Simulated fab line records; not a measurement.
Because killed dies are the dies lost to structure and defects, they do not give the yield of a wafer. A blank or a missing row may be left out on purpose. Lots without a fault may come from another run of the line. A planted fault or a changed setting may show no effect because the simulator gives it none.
fab line records -- flow nand-harc
record: lots: 7, wafers: 21, last-day: 34
route steps=1302 shown P_M1@297 END@1302
lots that met no fault: from a run of the same line without faults
start-h: the number of hours between the record's first day and the start of the first shown wafer of the lot -- wait-h: how many hours have passed since the lot's step before this one -- " repeats the value in the row above -- L1.1+2: a row that stands for several wafers -- - no value, or no start given -- * or withheld: withheld -- < > ~ a bound
route shown NAME@n: names a module that has steps shown in the file, with the first one's number in the route -- usual: mean and standard deviation over wafers with no fault -- same: alike in all rows -- chamber/n: place in a boat -- sites: readings site by site -- _std_site: how widely they spread, as a standard deviation -- _edge_site: the outer-site mean with the inner-site mean subtracted -- radius-mm: for every site, how far away it sits from the centre of the wafer -- mask NAME#n: copy n -- behind: the tool/chamber that last shaped the wafer -- hold: the reason the lot was held/the length of the hold in hours/how it ended -- device: the transistor (n, p or np) that didn't switch -- end of line: tests of these same wafers at the route's end -- for a step that has no rows: nothing shown but its recipe -- killed: not the wafer's yield, but the dies lost to structure and defects at the first sort -- map: dies across one wafer; x = killed, . = not, _ = none there
set.NAME: the setting that was run; set.NAME@STEP: the one run at that earlier step -- model.NAME: the simulator's own value behind a step, which no gauge read
certain route steps with their lots: each step a table, each wafer a row
services: when a tool's chamber went out of use (start-h, in hours from the record's first day, below 0 if earlier), for how many hours, and the reason
== steps ==
step: NHARC_P_M1_INSPECT_11
usual: raw-defect-count: 4.5/2.7
lot.wafer,tool,chamber,start-h,wait-h,raw-defect-count
L687.3,defect-inspect-02,-,156.17,0.0,3
L687.5,defect-inspect-02,-,156.17,0.0,1
L687.6,defect-inspect-02,-,156.17,0.0,6
L699.2,defect-inspect-02,-,280.24,0.0,9
L699.4,defect-inspect-02,-,280.24,0.0,2
L699.5,defect-inspect-02,-,280.24,0.0,5
L700.2,defect-inspect-01,-,290.52,0.0,3
L700.4,defect-inspect-01,-,290.52,0.0,3
L700.5,defect-inspect-01,-,290.52,0.0,4
L701.2,defect-inspect-02,-,296.05,0.0,1
L701.3,defect-inspect-02,-,296.05,0.0,3
L701.5,defect-inspect-02,-,296.05,0.0,6
L702.1,defect-inspect-01,-,315.46,0.0,6
L702.2,defect-inspect-01,-,315.46,0.0,2
L702.5,defect-inspect-01,-,315.46,0.0,10
L705.4,defect-inspect-01,-,338.45,0.0,9
L705.5,defect-inspect-01,-,338.45,0.0,5
L705.6,defect-inspect-01,-,338.45,0.0,4
L707.1,defect-inspect-01,-,358.00,0.0,5
L707.2,defect-inspect-01,-,358.00,0.0,4
L707.3,defect-inspect-01,-,358.00,0.0,3
step: NHARC_P_M1_DESCUM_14
recipe: time-s: 3, o2-flow-sccm: 200, ar-flow-sccm: 0, bias-power-w: 0, chemistry: O2
step: NHARC_P_M1_ETCH_35
recipe: target-depth-a: 400, overetch-a: 120, time-s: 43.94, ion-energy-ev: 200, n2-flow-sccm: 150, h2-flow-sccm: 150, ar-flow-sccm: 0, rf-w: 400, bias-w: 150, chemistry: N2/H2
usual: drypump-motor-current-A: 5.74/0.26, oes-product-au: 1.001/0.0072, rf-vpp-V: 431.0/2.8, showerhead-plenum-p-Torr: 2.05/0.097, throttle-valve-pct: 14.172/0.0092
lot.wafer,tool,chamber,start-h,wait-h,drypump-motor-current-A,oes-product-au,rf-hours-counter-h,rf-vpp-V,showerhead-plenum-p-Torr,throttle-valve-pct
L687.3,rie-diel-13,0,156.31,0.1,5.99,1.009,8,434.3,2.20,14.177
L687.6,rie-diel-13,0,156.31,0.1,6.01,1.008,-,434.0,2.20,14.170
L687.5,rie-diel-13,1,156.31,0.1,5.57,1.015,-,434.2,2.14,14.181
L699.2,rie-diel-13,2,280.42,0.1,5.61,0.996,6,426.4,1.90,14.174
L699.5,rie-diel-13,0,280.42,0.1,6.02,0.991,-,434.4,2.19,14.172
L699.4,rie-diel-13,2,280.42,0.1,5.60,0.994,-,427.8,1.90,14.185
L700.2,rie-diel-13,3,290.67,0.1,6.06,1.000,6,430.8,2.03,14.168
L700.4,rie-diel-13,1,290.67,0.1,5.58,1.007,7,434.3,2.14,14.172
L700.5,rie-diel-13,3,290.67,0.1,6.07,1.007,-,429.2,2.03,14.160
L701.2,rie-diel-04,1,296.20,0.1,5.40,1.004,8,428.2,1.94,14.163
L701.3,rie-diel-04,2,296.20,0.1,5.63,0.998,10,431.3,2.06,14.170
L701.5,rie-diel-04,1,296.20,0.1,5.39,1.007,-,427.0,1.94,14.175
L702.2,rie-diel-04,0,315.61,0.1,5.91,0.995,11,429.6,1.98,14.171
L702.1,rie-diel-04,2,315.61,0.1,5.64,0.997,10,433.0,2.06,14.173
L702.5,rie-diel-04,0,315.61,0.1,5.93,0.988,-,428.6,1.98,14.160
L705.4,rie-diel-04,3,338.60,0.1,5.34,0.986,14,433.4,2.11,14.165
L705.6,rie-diel-04,3,338.60,0.1,5.33,0.975,-,432.0,2.11,14.148
L705.5,rie-diel-04,0,338.60,0.1,5.92,0.991,-,427.8,1.98,14.171
L707.1,rie-diel-13,3,358.16,0.1,6.07,1.001,1,430.9,2.03,14.177
L707.2,rie-diel-13,0,358.16,0.1,6.01,1.012,1,434.6,2.19,14.177
L707.3,rie-diel-13,2,358.16,0.1,5.62,1.001,1,427.5,1.90,14.170
step: NHARC_P_M1_ETCH_15
recipe: target-depth-a: 1825, time-s: 91.2, c4f8-flow-sccm: withheld, ar-flow-sccm: 400, rf-w: 600, bias-w: 300, chemistry: C4F8/Ar
usual: oes-product-au: 0.959/0.019, rf-vpp-V: 441.5/2.9
lot.wafer,tool,chamber,start-h,wait-h,oes-product-au,rf-hours-counter-h,rf-vpp-V
L687.3,rie-diel-13,2,-,-,0.976,9,437.0
L687.6,rie-diel-13,0,-,-,0.959,-,445.0
L687.5,rie-diel-13,1,-,-,0.976,-,442.7
L699.2,rie-diel-13,3,-,-,0.965,5,440.3
L699.4,rie-diel-13,3,-,-,0.969,-,438.7
L699.5,rie-diel-13,2,-,-,0.962,-,436.7
L700.4,rie-diel-13,3,-,-,0.961,6,441.2
L700.2,rie-diel-13,0,-,-,0.964,6,443.9
L700.5,rie-diel-13,3,-,-,0.963,-,441.0
L701.2,rie-diel-04,2,-,-,0.919,10,441.9
L701.3,rie-diel-04,3,-,-,0.928,10,441.4
L701.5,rie-diel-04,3,-,-,0.919,-,445.1
L702.1,rie-diel-04,2,-,-,0.959,10,440.4
L702.2,rie-diel-04,3,-,-,0.967,11,441.4
L702.5,rie-diel-04,2,-,-,0.963,-,440.1
L705.4,rie-diel-04,2,-,-,0.969,12,442.6
L705.5,rie-diel-04,1,-,-,0.960,-,438.5
L705.6,rie-diel-04,2,-,-,0.962,-,441.3
L707.1,rie-diel-13,3,-,-,0.945,1,439.8
L707.3,rie-diel-13,0,-,-,0.956,1,443.9
L707.2,rie-diel-13,2,-,-,0.962,1,436.1
step: NHARC_P_M1_CD_MEAS_16
usual: cd-nm: 130.0/0.63
lot.wafer,tool,chamber,start-h,wait-h,cd-nm
L687.3,cd-sem-01,-,156.54,-,130.0
L687.5,cd-sem-01,-,156.54,-,130.6
L687.6,cd-sem-01,-,156.54,-,129.9
L699.2,cd-sem-03,-,280.65,-,129.0
L699.4,cd-sem-03,-,280.65,-,129.8
L699.5,cd-sem-03,-,280.65,-,130.3
L700.2,cd-sem-03,-,290.89,-,129.0
L700.4,cd-sem-03,-,290.89,-,130.1
L700.5,cd-sem-03,-,290.89,-,129.7
L701.2,cd-sem-01,-,296.42,-,129.3
L701.3,cd-sem-01,-,296.42,-,129.5
L701.5,cd-sem-01,-,296.42,-,129.5
L702.1,cd-sem-03,-,315.83,-,131.0
L702.2,cd-sem-03,-,315.83,-,129.9
L702.5,cd-sem-03,-,315.83,-,129.8
L705.4,cd-sem-02,-,338.83,-,129.8
L705.5,cd-sem-02,-,338.83,-,130.1
L705.6,cd-sem-02,-,338.83,-,130.7
L707.1,cd-sem-03,-,358.41,-,129.3
L707.2,cd-sem-03,-,358.41,-,129.1
L707.3,cd-sem-03,-,358.41,-,130.2
step: NHARC_P_M1_STRIP_18
recipe: power-w: 1000, n2-flow-sccm: 150, h2-flow-sccm: 150, ar-flow-sccm: 0, bias-w: 0, chemistry: N2/H2
step: NHARC_P_M1_ETCH_28
recipe: target-depth-a: 300, over-etch-frac: 0.3, time-s: 72.99, ion-energy-ev: 150, cf4-flow-sccm: 50, n2-flow-sccm: 100, ar-flow-sccm: 150, rf-w: 300, bias-w: 100, chemistry: CF4/N2
usual: drypump-motor-current-A: 5.67/0.27, oes-product-au: 1.001/0.0073, rf-vpp-V: 314.6/2, showerhead-plenum-p-Torr: 2.64/0.1, throttle-valve-pct: 19.795/0.0092
lot.wafer,tool,chamber,start-h,wait-h,drypump-motor-current-A,oes-product-au,rf-hours-counter-h,rf-vpp-V,showerhead-plenum-p-Torr,throttle-valve-pct
L687.3,rie-diel-13,0,-,-,6.01,1.013,8,316.4,2.81,19.787
L687.5,rie-diel-13,2,-,-,5.61,1.004,-,310.8,2.47,19.804
L687.6,rie-diel-13,3,-,-,6.08,1.006,-,315.4,2.62,19.783
L699.4,rie-diel-04,0,-,-,5.92,0.999,7,313.1,2.56,19.801
L699.2,rie-diel-04,2,-,-,5.64,0.987,7,314.2,2.65,19.790
L699.5,rie-diel-04,3,-,-,5.33,0.993,-,316.6,2.72,19.785
L700.2,rie-diel-12,2,-,-,5.20,1.002,3,312.1,2.58,19.809
L700.4,rie-diel-12,0,-,-,5.45,1.010,3,312.9,2.62,19.786
L700.5,rie-diel-12,1,-,-,5.66,0.993,-,316.5,2.72,19.776
L701.3,rie-diel-04,2,-,-,5.67,0.989,10,315.0,2.65,19.802
L701.2,rie-diel-04,0,-,-,5.90,0.999,9,312.4,2.56,19.823
L701.5,rie-diel-04,1,-,-,5.40,1.006,-,312.8,2.51,19.777
L702.2,rie-diel-04,3,-,-,5.34,1.007,11,315.7,2.71,19.779
L702.1,rie-diel-04,0,-,-,5.91,1.007,11,313.6,2.56,19.808
L702.5,rie-diel-04,0,-,-,5.90,1.005,-,312.5,2.56,19.788
L705.4,rie-diel-13,0,-,-,5.99,1.016,10,316.8,2.81,19.790
L705.5,rie-diel-13,2,-,-,5.60,1.001,-,310.8,2.46,19.793
L705.6,rie-diel-13,3,-,-,6.09,1.004,-,314.0,2.61,19.793
L707.2,rie-diel-13,3,-,-,6.07,0.996,1,313.4,2.61,19.804
L707.3,rie-diel-13,0,-,-,5.99,0.996,1,318.2,2.81,19.786
L707.1,rie-diel-13,2,-,-,5.64,0.983,1,312.3,2.46,19.803
step: NHARC_P_M1_STRIP_19
recipe: time-s: 600, temp-c: 30, chemistry: post-etch-residue-remover
step: NHARC_P_M1_DEGAS_29
recipe: temp-c: 250, time-s: 60
usual: heater-power-w: 348/40
lot.wafer,tool,chamber,start-h,wait-h,heater-power-w
L687.3,pvd-sputter-03,-,157.26,-,392
L687.5,pvd-sputter-03,-,157.26,-,384
L687.6,pvd-sputter-03,-,157.26,-,286
L699.2,pvd-sputter-02,-,281.37,-,317
L699.4,pvd-sputter-02,-,281.37,-,384
L699.5,pvd-sputter-02,-,281.37,-,319
L700.2,pvd-sputter-03,-,291.61,-,373
L700.4,pvd-sputter-03,-,291.61,-,323
L700.5,pvd-sputter-03,-,291.61,-,373
L701.2,pvd-sputter-02,-,297.15,-,345
L701.3,pvd-sputter-02,-,297.15,-,376
L701.5,pvd-sputter-02,-,297.15,-,342
L702.1,pvd-sputter-02,-,316.56,-,374
L702.2,pvd-sputter-02,-,316.56,-,335
L702.5,pvd-sputter-02,-,316.56,-,382
L705.4,pvd-sputter-01,-,339.54,-,422
L705.5,pvd-sputter-01,-,339.54,-,433
L705.6,pvd-sputter-01,-,339.54,-,428
L707.1,pvd-sputter-03,-,359.20,-,276
L707.2,pvd-sputter-03,-,359.20,-,381
L707.3,pvd-sputter-03,-,359.20,-,314
step: NHARC_P_M1_PRE_CLEAN_30
recipe: time-s: 30, temp-c: 280, gas: H2/He
step: NHARC_P_M1_PVD_20
recipe: target-thk-a: 50, bias-v: 168.6, power-w: 15000, chamber-pressure-pa: 0.12, time-s: 8.06, substrate-temp-c: 50, material: TaN
step: NHARC_P_M1_PVD_21
recipe: target-thk-a: 300, chamber-pressure-pa: 5, power-w: 5000, substrate-temp-c: 30, time-s: 20.49, material: Cu
step: NHARC_P_M1_ECD_22
recipe: target-thk-a: 4000, bath-temp-c: 25, material: Cu
usual: bath-heat-duty-pct: 6.6/1, bath-temp-c: 25.00/0.097
lot.wafer,tool,chamber,start-h,wait-h,bath-heat-duty-pct,bath-temp-c
L687.3,ecd-cu-01,1,157.75,-,4.7,25.06
L687.5,ecd-cu-01,0,157.75,-,5.8,25.09
L687.6,ecd-cu-01,1,157.75,-,5.2,25.06
L699.2,ecd-cu-02,0,281.78,-,-,-
L699.4,ecd-cu-02,1,281.78,-,-,-
L699.5,ecd-cu-02,1,281.78,-,-,-
L700.2,ecd-cu-02,1,291.96,-,-,-
L700.4,ecd-cu-02,0,291.96,-,-,-
L700.5,ecd-cu-02,0,291.96,-,-,-
L701.2,ecd-cu-01,0,297.50,-,-,-
L701.3,ecd-cu-01,0,297.50,-,-,-
L701.5,ecd-cu-01,1,297.50,-,-,-
L702.1,ecd-cu-02,1,316.91,-,7.0,24.91
L702.2,ecd-cu-02,0,316.91,-,7.1,25.26
L702.5,ecd-cu-02,1,316.91,-,6.4,24.94
L705.4,ecd-cu-02,0,340.57,-,8.6,24.93
L705.5,ecd-cu-02,1,340.57,-,7.0,24.89
L705.6,ecd-cu-02,0,340.57,-,7.6,24.88
L707.1,ecd-cu-02,1,359.57,-,5.8,25.09
L707.2,ecd-cu-02,0,359.57,-,7.5,25.04
L707.3,ecd-cu-02,0,359.57,-,8.3,24.92
step: NHARC_P_M1_ANNEAL_31
recipe: temp-c: 225, time-s: 90
usual: wafer_temp_C_max: 225.76/0.26
lot.wafer,tool,chamber,start-h,wait-h,wafer_temp_C_max
L687.3,rtp-anneal-01,0,158.08,-,226.32
L687.5,rtp-anneal-01,0,158.08,-,226.19
L687.6,rtp-anneal-01,0,158.08,-,226.07
L699.2,rtp-anneal-01,0,282.19,0.4,225.94
L699.4,rtp-anneal-01,0,282.19,0.4,226.01
L699.5,rtp-anneal-01,0,282.19,0.4,226.03
L700.2,rtp-anneal-02,0,292.42,0.4,225.58
L700.4,rtp-anneal-02,0,292.42,0.4,225.79
L700.5,rtp-anneal-02,0,292.42,0.4,225.47
L701.2,rtp-anneal-02,0,298.04,0.5,225.62
L701.3,rtp-anneal-02,0,298.04,0.5,225.65
L701.5,rtp-anneal-02,0,298.04,0.5,225.44
L702.1,rtp-anneal-02,0,317.39,-,225.57
L702.2,rtp-anneal-02,0,317.39,-,225.37
L702.5,rtp-anneal-02,0,317.39,-,225.55
L705.4,rtp-anneal-01,0,340.96,-,225.88
L705.5,rtp-anneal-01,0,340.96,-,225.69
L705.6,rtp-anneal-01,0,340.96,-,225.88
L707.1,rtp-anneal-02,0,359.95,-,225.59
L707.2,rtp-anneal-02,0,359.95,-,225.61
L707.3,rtp-anneal-02,0,359.95,-,225.93
step: NHARC_P_M1_CMP_23
recipe: t-overpolish-s: 20, target-thk-nm: 157.82
usual: motor-current-A: 12.4/1.5, time-to-endpoint-s: 27.9/1.9
lot.wafer,tool,chamber,start-h,wait-h,motor-current-A,time-to-endpoint-s
L687.3,cmp-03,3,158.38,-,11.2,27.0
L687.5,cmp-03,1,158.38,-,12.9,26.5
L687.6,cmp-03,2,158.38,-,12.6,28.8
L699.4,cmp-04,3,282.52,-,10.0,2.4
L699.2,cmp-04,0,282.52,-,14.3,2.3
L699.5,cmp-04,2,282.52,-,10.2,3.8
L700.2,cmp-04,1,292.74,-,13.2,3.0
L700.4,cmp-04,3,292.74,-,10.5,2.3
L700.5,cmp-04,1,292.74,-,13.4,3.7
L701.3,cmp-01,3,298.33,-,12.0,1.3
L701.2,cmp-01,2,298.33,-,12.6,4.5
L701.5,cmp-01,0,298.33,-,12.8,1.1
L702.1,cmp-04,3,317.74,-,10.7,28.2
L702.2,cmp-04,1,317.74,-,13.5,28.5
L702.5,cmp-04,3,317.74,-,10.2,27.5
L705.4,cmp-04,1,341.20,-,13.9,30.3
L705.5,cmp-04,3,341.20,-,10.4,29.2
L705.6,cmp-04,0,341.20,-,14.2,28.2
L707.3,cmp-04,3,360.32,-,10.9,24.9
L707.1,cmp-04,0,360.32,-,14.0,26.4
L707.2,cmp-04,1,360.32,-,13.2,26.9
step: NHARC_P_M1_THK_MEAS_24
recipe: thk-meas-gauge: xrf
usual: thk-nm: 157.7/1.2
lot.wafer,tool,chamber,start-h,wait-h,hold,thk-nm
L687.3,film-metro-01,-,158.64,-,-,156.8
L687.5,film-metro-01,-,158.64,-,-,156.2
L687.6,film-metro-01,-,158.64,-,-,156.8
L699.2,film-metro-02,-,282.81,-,await-dispo/0.2h/release,30.1
L699.4,film-metro-02,-,282.81,-,await-dispo/0.2h/release,29.7
L699.5,film-metro-02,-,282.81,-,await-dispo/0.2h/release,30.2
L699.2,film-metro-02,-,282.98,0.2,-,30.7
L699.4,film-metro-02,-,282.98,0.2,-,29.7
L699.5,film-metro-02,-,282.98,0.2,-,29.7
L700.2,film-metro-02,-,293.03,-,await-dispo/0.2h/release,30.4
L700.4,film-metro-02,-,293.03,-,await-dispo/0.2h/release,30.9
L700.5,film-metro-02,-,293.03,-,await-dispo/0.2h/release,28.9
L700.2,film-metro-02,-,293.20,0.2,-,29.1
L700.4,film-metro-02,-,293.20,0.2,-,28.3
L700.5,film-metro-02,-,293.20,0.2,-,29.6
L701.2,film-metro-01,-,298.65,-,await-dispo/0.2h/release,29.4
L701.3,film-metro-01,-,298.65,-,await-dispo/0.2h/release,30.4
L701.5,film-metro-01,-,298.65,-,await-dispo/0.2h/release,31.1
L701.2,film-metro-01,-,298.82,0.2,-,29.3
L701.3,film-metro-01,-,298.82,0.2,-,30.7
L701.5,film-metro-01,-,298.82,0.2,-,29.2
L702.1,film-metro-01,-,318.05,-,-,158.2
L702.2,film-metro-01,-,318.05,-,-,157.9
L702.5,film-metro-01,-,318.05,-,-,159.6
L705.4,film-metro-02,-,341.46,-,-,155.8
L705.5,film-metro-02,-,341.46,-,-,158.3
L705.6,film-metro-02,-,341.46,-,-,158.3
L707.1,film-metro-01,-,360.61,-,-,158.6
L707.2,film-metro-01,-,360.61,-,-,159.1
L707.3,film-metro-01,-,360.61,-,-,158.7
step: NHARC_END_SORT_01
recipe: temp-c: 25
usual: defect-limited-yield: 91.8/2.3, killed-at-array: 51/16, killed-at-other: 0.6/0.88, killed-at-periphery: 4.0/2.6, killed-dies: 55/16, killed-open: 3.5/1.9, killed-short: 2.3/1.6, sort_bin_2_pct: 2.9/1.1, sort_bin_3_pct: 0.6/0.41, sort_bin_4_pct: 4.6/1.3, sort-n-pass: 622/16, sort-rim-yield-pct: 93/3.2, sort-yield-pct: 91.8/2.3
same: gross-dies: 677, sort_bin_5_pct[%]: 0, sort_bin_6_pct[%]: 0, sort_bin_7_pct[%]: 0, sort_bin_8_pct[%]: 0, sort-rim-n-gross: 106.00
lot.wafer,tool,chamber,start-h,wait-h,defect-limited-yield[%],killed-at-array,killed-at-other,killed-at-periphery,killed-dies,killed-open,killed-short,sort_bin_2_pct[%],sort_bin_3_pct[%],sort_bin_4_pct[%],sort-n-pass,sort-rim-yield-pct[%],sort-yield-pct[%]
L687.3,prober-02,0,579.21,3.1,91.1,56,1,3,60,2,5,3.4,0.3,5.2,617,92,91.1
L687.5,prober-02,0,580.79,3.7,90.1,60,1,6,67,6,2,3.5,1.0,5.3,610,92,90.1
L687.6,prober-02,0,581.58,3.9,90.7,57,0,6,63,6,2,3.0,0.4,5.9,614,91,90.7
L702.1,prober-01,0,763.42,2.5,92.6,46,0,4,50,3,1,3.0,0.6,3.8,627,94,92.6
L702.2,prober-01,0,764.23,2.8,91.1,57,0,3,60,3,1,3.5,0.4,4.9,617,92,91.1
L702.5,prober-01,0,766.67,3.8,91.4,51,0,7,58,2,1,3.4,0.9,4.3,619,94,91.4
L705.4,prober-02,0,796.58,3.4,96.3,18,3,4,25,2,2,1.8,0.4,1.5,652,95,96.3
L705.5,prober-02,0,797.38,3.7,93.6,37,1,5,43,6,1,1.6,0.4,4.3,634,95,93.6
L705.6,prober-02,0,798.18,4.0,95.3,25,1,6,32,3,0,1.0,0.4,3.2,645,89,95.3
L707.1,prober-01,0,814.39,2.4,93.4,38,2,5,45,4,4,2.4,0.6,3.7,632,92,93.4
L707.2,prober-01,0,815.20,2.8,92.9,43,0,5,48,2,1,2.1,0.3,4.7,629,96,92.9
L707.3,prober-01,0,816.00,3.1,94.5,35,0,2,37,3,2,1.8,0,3.7,640,90,94.5
killed by level:class
L687.3 A_CHANNEL_HOLE_D1:chamber-film-flake=18 A_SLIT:chamber-film-flake=15 A_CHANNEL_HOLE_D2:chamber-film-flake=7 A_BLC:chamber-film-flake=5 A_CONTACT:chamber-film-flake=3 A_DECK1_JOINT:chamber-film-flake=2 P_GATE:chamber-film-flake=2 P_CONTACT:geometric-particle:short=1
L687.5 A_CHANNEL_HOLE_D1:chamber-film-flake=28 A_SLIT:chamber-film-flake=17 A_CHANNEL_HOLE_D2:chamber-film-flake=9 P_BONDPAD:chamber-film-flake=4 P_CONTACT:geometric-particle:open=2 A_CHANNEL_FILL_D1:geometric-particle:open=1 A_CHANNEL_FILL_D1:geometric-particle:short=1 A_DECK1_JOINT:geometric-particle:open=1
L687.6 A_CHANNEL_HOLE_D1:chamber-film-flake=17 A_SLIT:chamber-film-flake=17 A_CHANNEL_HOLE_D2:chamber-film-flake=10 A_BLC:chamber-film-flake=5 A_CHANNEL_FILL_D1:geometric-particle:short=2 A_CHANNEL_FILL_D2:geometric-particle:open=2 P_GATE:chamber-film-flake=2 P_M0:geometric-particle:open=1
L702.1 A_SLIT:chamber-film-flake=26 A_CHANNEL_HOLE_D2:chamber-film-flake=12 A_CHANNEL_HOLE_D1:chamber-film-flake=4 P_GATE:chamber-film-flake=2 A_SGD_CUT:chamber-film-flake=2 P_CONTACT:geometric-particle:open=1 P_M0:geometric-particle:open=1 A_SOURCE_PLATE:geometric-particle:open=1
L702.2 A_SLIT:chamber-film-flake=23 A_CHANNEL_HOLE_D2:chamber-film-flake=17 A_CHANNEL_HOLE_D1:chamber-film-flake=9 A_M0:geometric-particle:open=2 A_STAIRCASE:chamber-film-flake=2 P_M2:geometric-particle:open=1 A_CHANNEL_FILL_D1:geometric-particle:short=1 P_ZERO_WELL:chamber-film-flake=1
L702.5 A_SLIT:chamber-film-flake=24 A_CHANNEL_HOLE_D2:chamber-film-flake=13 A_CHANNEL_HOLE_D1:chamber-film-flake=5 P_CONTACT:chamber-film-flake=3 P_GATE:chamber-film-flake=2 A_STAIRCASE:chamber-film-flake=2 A_BLC:chamber-film-flake=2 P_CONTACT:geometric-particle:open=1
L705.4 A_SLIT:chamber-film-flake=8 THIN_TSV:chamber-film-flake=3 P_CONTACT:chamber-film-flake=2 A_STAIRCASE:chamber-film-flake=2 A_ONON_D1:geometric-particle:short=1 A_ONON_D2:geometric-particle:open=1 A_CHANNEL_FILL_D2:geometric-particle:short=1 A_CONTACT:geometric-particle:open=1
L705.5 A_SLIT:chamber-film-flake=11 P_CONTACT:chamber-film-flake=4 A_WL_FILL:chamber-film-flake=4 A_M1:geometric-particle:open=3 A_CHANNEL_FILL_D1:chamber-film-flake=3 A_CHANNEL_HOLE_D2:chamber-film-flake=3 A_CHANNEL_FILL_D2:chamber-film-flake=3 A_CONTACT:chamber-film-flake=3
L705.6 A_SLIT:chamber-film-flake=9 P_CONTACT:chamber-film-flake=3 A_CHANNEL_HOLE_D2:chamber-film-flake=3 A_CONTACT:chamber-film-flake=3 A_CHANNEL_FILL_D1:chamber-film-flake=2 A_DECK1_JOINT:chamber-film-flake=2 A_STAIRCASE:chamber-film-flake=2 P_M0:geometric-particle:open=1
L707.1 A_CHANNEL_HOLE_D1:chamber-film-flake=12 A_SLIT:chamber-film-flake=6 A_CONTACT:chamber-film-flake=6 A_ONON_D1:geometric-particle:short=3 P_STI:chamber-film-flake=3 A_STAIRCASE:chamber-film-flake=3 A_CHANNEL_HOLE_D2:chamber-film-flake=2 THIN_TSV:chamber-film-flake=2
L707.2 A_CHANNEL_HOLE_D1:chamber-film-flake=19 A_SLIT:chamber-film-flake=14 P_M1:chamber-film-flake=3 A_STAIRCASE:chamber-film-flake=3 P_STI:chamber-film-flake=2 A_CHANNEL_HOLE_D2:chamber-film-flake=2 A_CONTACT:chamber-film-flake=2 A_ONON_D1:geometric-particle:short=1
L707.3 A_CHANNEL_HOLE_D1:chamber-film-flake=13 A_SLIT:chamber-film-flake=7 A_STAIRCASE:chamber-film-flake=4 A_CONTACT:chamber-film-flake=4 A_ONON_D2:geometric-particle:open=2 A_DECK1_JOINT:geometric-particle:open=1 A_M0:geometric-particle:short=1 A_M1:geometric-particle:short=1
== services ==
tool,chamber,start-h,hours,kind
rie-diel-04,0,144.04,2.7,repair
rie-diel-04,3,146.45,7.3,repair
rie-diel-13,-,162.07,0.6,repair
ecd-cu-02,-,163.26,1.3,repair
rie-diel-13,-,165.00,9.0,pm
cmp-04,-,171.83,1.8,repair
rie-diel-04,-,178.27,9.0,pm
rie-diel-13,2,202.62,4.1,repair
cmp-04,-,209.13,4.0,pm
rie-diel-04,0,211.86,3.5,repair
rie-diel-13,3,212.79,2.7,repair
rie-diel-04,1,213.69,22.4,repair
cmp-04,-,222.95,1.6,repair
cmp-04,-,237.54,0.4,repair
ecd-cu-02,-,244.37,8.0,pm
rie-diel-13,2,246.96,23.0,repair
rie-diel-13,0,274.15,5.0,repair
rie-diel-13,1,277.73,9.5,repair
cmp-04,-,297.14,7.9,repair
cmp-04,-,305.76,1.1,repair
rie-diel-04,2,306.28,4.5,repair
cmp-04,-,307.13,4.0,pm
rie-diel-13,-,342.00,9.0,pm
rie-diel-04,-,355.27,9.0,pm
== key ==
first-sign: step: NHARC_P_M1_ECD_22, reading: tool-record, direction: missing
effect: step: NHARC_P_M1_CMP_23, reading: time-to-endpoint-s, direction: down, sigmas: 13, usual: *, struck: *
effect: step: NHARC_P_M1_THK_MEAS_24, reading: visit, direction: added
effect: step: NHARC_P_M1_THK_MEAS_24, reading: thk-nm, direction: down, sigmas: 99+, usual: 157.7, struck: 30.1
met-at NHARC_P_M1_ECD_22
struck-wafers L699.2,L699.4,L699.5,L700.2,L700.4,L700.5,L701.2,L701.3,L701.5
scrapped-behind NHARC_P_M1_THK_MEAS_24 L699.2,L699.4,L699.5,L700.2,L700.4,L700.5,L701.2,L701.3,L701.5
onset-between 157.75 281.78
fault: kind: skipped-step-whole, tool: ecd-cu-01,ecd-cu-02, chamber: -, onset-h: 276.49, steps: NHARC_P_M1_ECD_22, scope: struck-lots-only
